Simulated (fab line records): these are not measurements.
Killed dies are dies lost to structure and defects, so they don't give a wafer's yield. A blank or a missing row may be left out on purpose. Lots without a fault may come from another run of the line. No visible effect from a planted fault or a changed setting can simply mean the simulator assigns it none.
fab line records + flow n5_finfet + part 2 of 2: steps 5 to 6 of 6
record
- lots=20
- wafers=60
- last_day=19
route steps=1938 shown SDB@361 HKMG_FIN@407 GATE_CUT@468
lots that met no fault: from a run of the same line without faults
start_h: the number of hours between the record's first day and the start of the first shown wafer of the lot + wait_h: time in hours since the lot's previous step + " as in the row above + L1.1+2: several wafers, shown together as one row + - value missing, or start not given + * or withheld: withheld + < > ~ a bound
route shown NAME@n: names a module that has steps shown in the file, with the first one's number in the route + usual: mean/standard deviation taken from wafers without a fault + same: alike in all rows + chamber/n: place in a boat + sites: readings site by site + _std_site: how widely they spread, as a standard deviation + _edge_site: mean of outer sites minus mean of inner sites + radius_mm: for every site, how far away it sits from the centre of the wafer + mask NAME#n: copy n + behind: tool/chamber where the wafer was last shaped + hold: cause of the lot's hold/its duration in hours/its outcome + device: transistor that didn't switch, given as n, p or np + end of line: tests run on the same wafers once the route is complete + for a step that has no rows: nothing shown but its recipe + killed: count of dies lost to structure and defects at first sort (not the wafer's yield) + map: per-die view of a wafer (x killed, . not killed, _ where there is no die)
set.NAME: the setting the step ran with; set.NAME@STEP: the setting that earlier step ran with + model.NAME: the simulator's own value behind a step, which no gauge read
steps of the route over a sample of lots; a table a step, a row a wafer
services: when a tool's chamber went out of use (start_h, in hours from the record's first day, below 0 if earlier), for how many hours, and the reason
## steps
# step N5_HKMG_FIN_DESCUM_17
# recipe
- chemistry=O2
- time_s=7.9
- source_power_w=50
- bias_power_w=20
- pressure_mtorr=20
- rf_frequency_hz=2.712e+07
- temp_c=40
- resist=CAR-ArF
- o2_flow_sccm=225
# usual
- drypump_motor_current_A=5.9/0.43
- oes_product_au=0.81/0.089
- rf_vpp_V=243.2/1.7
- showerhead_plenum_p_Torr=2.10/0.088
- throttle_valve_pct=20.40/0.2
| lot.wafer | tool        | chamber | start_h | wait_h | drypump_motor_current_A | oes_product_au | rf_hours_counter_h | rf_vpp_V | showerhead_plenum_p_Torr | throttle_valve_pct |
|-----------|-------------|---------|---------|--------|-------------------------|----------------|--------------------|----------|--------------------------|--------------------|
| L075.2    | rie_diel-04 | 1       | 85.58   | 0.3    | 6.3                     | 0.93           | 24                 | 244.2    | 2.13                     | 20.29              |
| L075.4    | "           | 3       | "       | "      | 5.3                     | 0.94           | -                  | 242.5    | 2.05                     | 20.08              |
| L075.5    | "           | 1       | "       | "      | 6.3                     | 0.93           | -                  | 243.7    | 2.13                     | 20.29              |
| L076.3    | rie_diel-04 | 3       | 87.01   | 0.0    | 5.4                     | 0.94           | 11                 | 243.5    | 2.05                     | 20.07              |
| L076.4    | "           | 2       | "       | "      | 6.3                     | 0.73           | -                  | 242.5    | 2.00                     | 20.86              |
| L076.6    | "           | 1       | "       | "      | 6.3                     | 0.94           | -                  | 242.5    | 2.13                     | 20.29              |
| L077.2    | rie_diel-02 | 2       | 96.41   | 0.3    | 6.0                     | 0.83           | 93                 | 245.8    | 2.21                     | 20.26              |
| L077.4    | "           | 1       | "       | "      | 6.2                     | 0.70           | 238                | 241.5    | 1.98                     | 20.55              |
| L077.5    | "           | 2       | "       | "      | 6.0                     | 0.83           | -                  | 245.5    | 2.21                     | 20.26              |
| L078.1    | rie_diel-02 | 2       | 99.75   | 0.0    | 6.0                     | 0.83           | 94                 | 244.0    | 2.21                     | 20.26              |
| L078.3    | "           | 1       | "       | "      | 6.2                     | 0.69           | 239                | 241.4    | 1.98                     | 20.56              |
| L078.5    | "           | 0       | "       | "      | 6.4                     | 0.75           | -                  | 242.4    | 2.01                     | 20.54              |
| L079.1    | rie_diel-02 | 3       | 106.44  | 0.0    | 6.4                     | 0.96           | 14                 | 244.7    | 2.13                     | 20.34              |
| L079.2    | "           | 0       | "       | "      | 6.4                     | 0.75           | 149                | 242.5    | 2.01                     | 20.52              |
| L079.6    | "           | 2       | "       | "      | 6.0                     | 0.82           | -                  | 245.4    | 2.21                     | 20.26              |
| L080.2    | rie_diel-03 | 3       | 110.42  | 0.2    | 5.4                     | 0.90           | 15                 | 244.2    | 2.23                     | 20.08              |
| L080.3    | "           | 1       | "       | "      | 5.9                     | 0.90           | 26                 | 243.9    | 2.13                     | 20.55              |
| L080.4    | "           | 1       | "       | "      | 5.9                     | 0.90           | -                  | 242.3    | 2.13                     | 20.54              |
| L081.2    | rie_diel-03 | 0       | 122.87  | 0.1    | 5.7                     | 0.72           | 214                | 242.3    | 1.98                     | 20.59              |
| L081.3    | "           | 1       | "       | "      | 5.9                     | 0.89           | 31                 | 244.4    | 2.13                     | 20.55              |
| L081.5    | "           | 3       | "       | "      | 5.4                     | 0.89           | -                  | 244.7    | 2.23                     | 20.11              |
| L083.1    | rie_diel-02 | 3       | 128.26  | 0.2    | 6.4                     | 0.94           | 23                 | 242.7    | 2.13                     | 20.34              |
| L083.2    | "           | 1       | "       | "      | 6.2                     | 0.68           | 249                | 241.8    | 1.98                     | 20.57              |
| L083.4    | "           | 0       | "       | "      | 6.4                     | 0.76           | 156                | 240.3    | 2.01                     | 20.55              |
| L084.1    | rie_diel-03 | 0       | 134.60  | 0.0    | 5.7                     | 0.71           | 218                | 241.2    | 1.98                     | 20.59              |
| L084.2    | "           | 2       | "       | "      | 5.1                     | 0.72           | 176                | 243.7    | 2.08                     | 20.34              |
| L084.4    | "           | 1       | "       | "      | 5.9                     | 0.89           | 35                 | 244.0    | 2.13                     | 20.55              |
| L085.2    | rie_diel-04 | 0       | 145.70  | 0.1    | 6.3                     | 0.95           | 13                 | 241.7    | 2.07                     | 20.20              |
| L085.4    | "           | 2       | "       | "      | 6.3                     | 0.71           | 204                | 240.1    | 1.99                     | 20.87              |
| L085.6    | "           | 1       | "       | "      | 6.3                     | 0.90           | -                  | 244.7    | 2.12                     | 20.33              |
| L087.1    | rie_diel-02 | 2       | 160.72  | 0.1    | 6.0                     | 0.81           | 118                | 245.0    | 2.20                     | 20.28              |
| L087.2    | "           | 3       | "       | "      | 6.3                     | 0.90           | 37                 | 242.3    | 2.12                     | 20.37              |
| L087.3    | "           | 0       | "       | "      | 6.4                     | 0.73           | 170                | 241.1    | 2.00                     | 20.57              |
| L088.2    | rie_diel-02 | 2       | 164.51  | 0.3    | 6.0                     | 0.81           | 120                | 245.7    | 2.20                     | 20.30              |
| L088.3    | "           | 3       | "       | "      | 6.3                     | 0.90           | 38                 | 243.1    | 2.12                     | 20.37              |
| L088.5    | "           | 3       | "       | "      | 6.4                     | 0.90           | -                  | 243.6    | 2.12                     | 20.35              |
| L089.3    | rie_diel-03 | 0       | 168.56  | 0.5    | 5.7                     | 0.70           | 232                | 240.1    | 1.98                     | 20.60              |
| L089.5    | "           | 1       | "       | "      | 5.9                     | 0.86           | -                  | 243.9    | 2.12                     | 20.59              |
| L089.6    | "           | 0       | "       | "      | 5.7                     | 0.70           | -                  | 242.0    | 1.98                     | 20.61              |
| L090.1    | rie_diel-03 | 0       | 174.93  | 1.2    | 5.6                     | 0.70           | 234                | 240.9    | 1.98                     | 20.63              |
| L090.3    | "           | 1       | "       | "      | 5.9                     | 0.86           | 52                 | 245.1    | 2.12                     | 20.58              |
| L090.6    | "           | 2       | "       | "      | 5.1                     | 0.71           | -                  | 242.7    | 2.07                     | 20.37              |
| L091.1    | rie_diel-02 | 2       | 183.41  | 1.1    | 6.0                     | 0.79           | 133                | 247.0    | 2.19                     | 20.31              |
| L091.2    | "           | 1       | "       | "      | 6.2                     | 0.93           | 8                  | 243.0    | 2.24                     | 20.19              |
| L091.3    | "           | 0       | "       | "      | 6.4                     | 0.73           | 184                | 241.3    | 2.00                     | 20.57              |
| L092.2    | rie_diel-03 | 3       | 186.90  | 1.1    | 5.4                     | 0.84           | 48                 | 242.5    | 2.22                     | 20.12              |
| L092.4    | "           | 2       | "       | "      | 5.1                     | 0.71           | 202                | 242.6    | 2.07                     | 20.38              |
| L092.6    | "           | 2       | "       | "      | 5.1                     | 0.71           | -                  | 243.3    | 2.07                     | 20.37              |
| L093.2    | rie_diel-03 | 2       | 193.47  | 0.8    | 5.1                     | 0.70           | 205                | 243.2    | 2.07                     | 20.38              |
| L093.3    | "           | 1       | "       | "      | 5.9                     | 0.84           | 62                 | 243.1    | 2.12                     | 20.59              |
| L093.6    | "           | 1       | "       | "      | 5.8                     | 0.84           | -                  | 244.0    | 2.12                     | 20.59              |
| L094.3    | rie_diel-02 | 2       | 200.88  | 0.1    | 6.0                     | 0.78           | 143                | 244.8    | 2.19                     | 20.35              |
| L094.4    | "           | 0       | "       | "      | 6.4                     | 0.72           | -                  | 243.1    | 1.99                     | 20.59              |
| L094.5    | "           | 2       | "       | "      | 6.0                     | 0.78           | -                  | 245.0    | 2.19                     | 20.34              |
| L096.1    | rie_diel-02 | 1       | 208.45  | 0.0    | 6.2                     | 0.89           | 22                 | 245.6    | 2.23                     | 20.21              |
| L096.4    | "           | 3       | "       | "      | 6.4                     | 0.89           | 49                 | 242.6    | 2.12                     | 20.37              |
| L096.5    | "           | 0       | "       | "      | 6.4                     | 0.72           | -                  | 241.6    | 1.99                     | 20.60              |
| L097.1    | rie_diel-02 | 0       | 224.20  | 0.0    | 6.4                     | 0.72           | 205                | 242.3    | 1.99                     | 20.61              |
| L097.3    | "           | 1       | "       | "      | 6.2                     | 0.87           | 29                 | 243.9    | 2.23                     | 20.22              |
| L097.6    | "           | 1       | "       | "      | 6.2                     | 0.88           | -                  | 244.8    | 2.23                     | 20.22              |
# step N5_GATE_CUT_VAPOR_ETCH_60
# recipe
- chemistry=BCl3/Cl2
- target=HfO2
- mode=isotropic
# usual
- drypump_motor_current_A=5.8/0.31
- he_backside_leak_sccm=3.4/0.32
- oes_product_au=0.78/0.12
| lot.wafer | tool         | chamber | start_h | wait_h | drypump_motor_current_A | he_backside_leak_sccm | oes_product_au |
|-----------|--------------|---------|---------|--------|-------------------------|-----------------------|----------------|
| L075.2    | rie_metal-03 | 1       | 90.24   | 0.0    | 6.2                     | 3.4                   | 0.60           |
| L075.4    | "            | 1       | "       | "      | 6.2                     | 3.5                   | 0.61           |
| L075.5    | "            | 1       | "       | "      | 6.1                     | 3.5                   | 0.60           |
| L076.3    | rie_metal-03 | 0       | 91.68   | 0.0    | 6.0                     | 3.5                   | 0.93           |
| L076.4    | "            | 1       | "       | "      | 6.1                     | 3.5                   | 0.61           |
| L076.6    | "            | 1       | "       | "      | 6.1                     | 3.4                   | 0.60           |
| L077.2    | rie_metal-02 | 0       | 101.23  | 0.0    | 5.9                     | 3.5                   | 0.81           |
| L077.4    | "            | 1       | "       | "      | 5.6                     | 3.1                   | 0.95           |
| L077.5    | "            | 0       | "       | "      | 5.9                     | 3.5                   | 0.80           |
| L078.1    | rie_metal-02 | 1       | 105.42  | 0.0    | 5.6                     | 3.4                   | 0.94           |
| L078.3    | "            | 0       | "       | "      | 5.9                     | 3.6                   | 0.80           |
| L078.5    | "            | 1       | "       | "      | 5.6                     | 3.4                   | 0.96           |
| L079.1    | rie_metal-01 | 1       | 111.41  | 0.0    | 5.2                     | 3.4                   | 0.82           |
| L079.2    | "            | 0       | "       | "      | 5.8                     | 3.1                   | 0.63           |
| L079.6    | "            | 0       | "       | "      | 5.8                     | 3.3                   | 0.62           |
| L080.2    | rie_metal-02 | 0       | 115.29  | 0.0    | 5.9                     | 3.6                   | 0.80           |
| L080.3    | "            | 1       | "       | "      | 5.7                     | 3.1                   | 0.94           |
| L080.4    | "            | 0       | "       | "      | 6.0                     | 3.6                   | 0.80           |
| L081.2    | rie_metal-01 | 1       | 127.72  | 0.0    | 5.1                     | 3.5                   | 0.83           |
| L081.3    | "            | 1       | "       | "      | 5.2                     | 3.5                   | 0.82           |
| L081.5    | "            | 0       | "       | "      | 5.8                     | 3.3                   | 0.63           |
| L083.1    | rie_metal-02 | 0       | 132.92  | 0.0    | 5.9                     | 3.4                   | 0.79           |
| L083.2    | "            | 1       | "       | "      | 5.6                     | 3.1                   | 0.92           |
| L083.4    | "            | 1       | "       | "      | 5.6                     | 2.9                   | 0.92           |
| L084.1    | rie_metal-01 | 1       | 139.48  | 0.0    | 5.1                     | 3.8                   | 0.82           |
| L084.2    | "            | 0       | "       | "      | 5.8                     | 3.2                   | 0.62           |
| L084.4    | "            | 1       | "       | "      | 5.1                     | 3.5                   | 0.82           |
| L085.2    | rie_metal-02 | 1       | 150.77  | 0.0    | 5.6                     | 3.1                   | 0.90           |
| L085.4    | "            | 0       | "       | "      | 5.9                     | 3.6                   | 0.78           |
| L085.6    | "            | 0       | "       | "      | 5.9                     | 3.6                   | 0.79           |
| L087.1    | rie_metal-03 | 1       | 165.55  | 0.0    | 6.1                     | 3.4                   | 0.59           |
| L087.2    | "            | 0       | "       | "      | 6.0                     | 3.5                   | 0.88           |
| L087.3    | "            | 1       | "       | "      | 6.1                     | 3.3                   | 0.58           |
| L088.2    | rie_metal-02 | 0       | 169.49  | 0.0    | 5.9                     | 3.5                   | 0.79           |
| L088.3    | "            | 1       | "       | "      | 5.6                     | 3.2                   | 0.91           |
| L088.5    | "            | 1       | "       | "      | 5.6                     | 3.1                   | 0.91           |
| L089.3    | rie_metal-03 | 1       | 173.49  | 0.0    | 6.1                     | 3.5                   | 0.59           |
| L089.5    | "            | 1       | "       | "      | 6.1                     | 3.4                   | 0.59           |
| L089.6    | "            | 0       | "       | "      | 6.0                     | 3.2                   | 0.88           |
| L090.1    | rie_metal-02 | 0       | 179.75  | 0.0    | 5.9                     | 3.5                   | 0.78           |
| L090.3    | "            | 1       | "       | "      | 5.6                     | 3.1                   | 0.88           |
| L090.6    | "            | 1       | "       | "      | 5.6                     | 3.1                   | 0.89           |
| L091.1    | rie_metal-02 | 0       | 188.54  | 0.0    | 5.9                     | 3.5                   | 0.79           |
| L091.2    | "            | 1       | "       | "      | 5.6                     | 3.3                   | 0.89           |
| L091.3    | "            | 1       | "       | "      | 5.6                     | 3.4                   | 0.89           |
| L092.2    | rie_metal-03 | 0       | 192.24  | 0.0    | 6.0                     | 3.5                   | 0.86           |
| L092.4    | "            | 1       | "       | "      | 6.1                     | 3.5                   | 0.59           |
| L092.6    | "            | 1       | "       | "      | 6.1                     | 3.6                   | 0.59           |
| L093.2    | rie_metal-01 | 1       | 198.25  | 0.0    | 5.2                     | 3.5                   | 0.80           |
| L093.3    | "            | 1       | "       | "      | 5.1                     | 3.6                   | 0.79           |
| L093.6    | "            | 0       | "       | "      | 5.8                     | 3.2                   | 0.62           |
| L094.3    | rie_metal-01 | 0       | 205.55  | 0.0    | 5.8                     | 3.3                   | 0.61           |
| L094.4    | "            | 1       | "       | "      | 5.1                     | 3.6                   | 0.79           |
| L094.5    | "            | 1       | "       | "      | 5.1                     | 3.4                   | 0.78           |
| L096.1    | rie_metal-01 | 0       | 213.20  | 0.0    | 5.8                     | 3.2                   | 0.61           |
| L096.4    | "            | 0       | "       | "      | 5.8                     | 3.3                   | 0.62           |
| L096.5    | "            | 0       | "       | "      | 5.8                     | 3.2                   | 0.60           |
| L097.1    | rie_metal-01 | 1       | 229.55  | 0.1    | 5.1                     | 3.7                   | 0.78           |
| L097.3    | "            | 1       | "       | "      | 5.1                     | 3.6                   | 0.78           |
| L097.6    | "            | 1       | "       | "      | 5.1                     | 3.7                   | 0.79           |
## services
| tool         | chamber | start_h | hours | kind                          |
|--------------|---------|---------|-------|-------------------------------|
| rie_diel-02  | 3       | 52.36   | -     | clean                         |
| rie_diel-02  | 3       | 52.36   | -     | consumable_replace:focus_ring |
| rie_diel-02  | 3       | 52.36   | 12.7  | scheduled_down                |
| rie_diel-02  | 3       | 52.36   | 12.7  | vent_cycle                    |
| rie_diel-04  | 1       | 98.25   | 7.9   | repair                        |
| rie_diel-04  | -       | 101.94  | 0.2   | repair                        |
| rie_diel-03  | 2       | 103.38  | 6.4   | repair                        |
| rie_diel-03  | 0       | 107.48  | 11.9  | repair                        |
| rie_diel-04  | 0       | 111.02  | 1.2   | repair                        |
| rie_metal-01 | -       | 127.81  | 0.4   | repair                        |
| rie_diel-02  | 1       | 132.22  | -     | clean                         |
| rie_diel-02  | 1       | 132.22  | -     | consumable_replace:focus_ring |
| rie_diel-02  | 1       | 132.22  | -     | consumable_replace:showerhead |
| rie_diel-02  | 1       | 132.22  | 12.2  | scheduled_down                |
| rie_diel-02  | 1       | 132.22  | 12.2  | vent_cycle                    |
| rie_metal-01 | 1       | 141.82  | 15.0  | repair                        |
| rie_metal-02 | -       | 144.10  | 1.1   | repair                        |
| rie_diel-02  | 1       | 162.01  | 21.4  | repair                        |
| rie_metal-02 | -       | 165.01  | 0.2   | repair                        |
| rie_diel-02  | 3       | 179.16  | 26.0  | repair                        |
| rie_diel-04  | -       | 181.13  | 14.6  | pm                            |
| rie_metal-03 | 1       | 192.54  | 5.3   | repair                        |
| rie_metal-03 | -       | 204.44  | 0.5   | repair                        |
| rie_metal-02 | -       | 205.98  | 2.8   | pm                            |
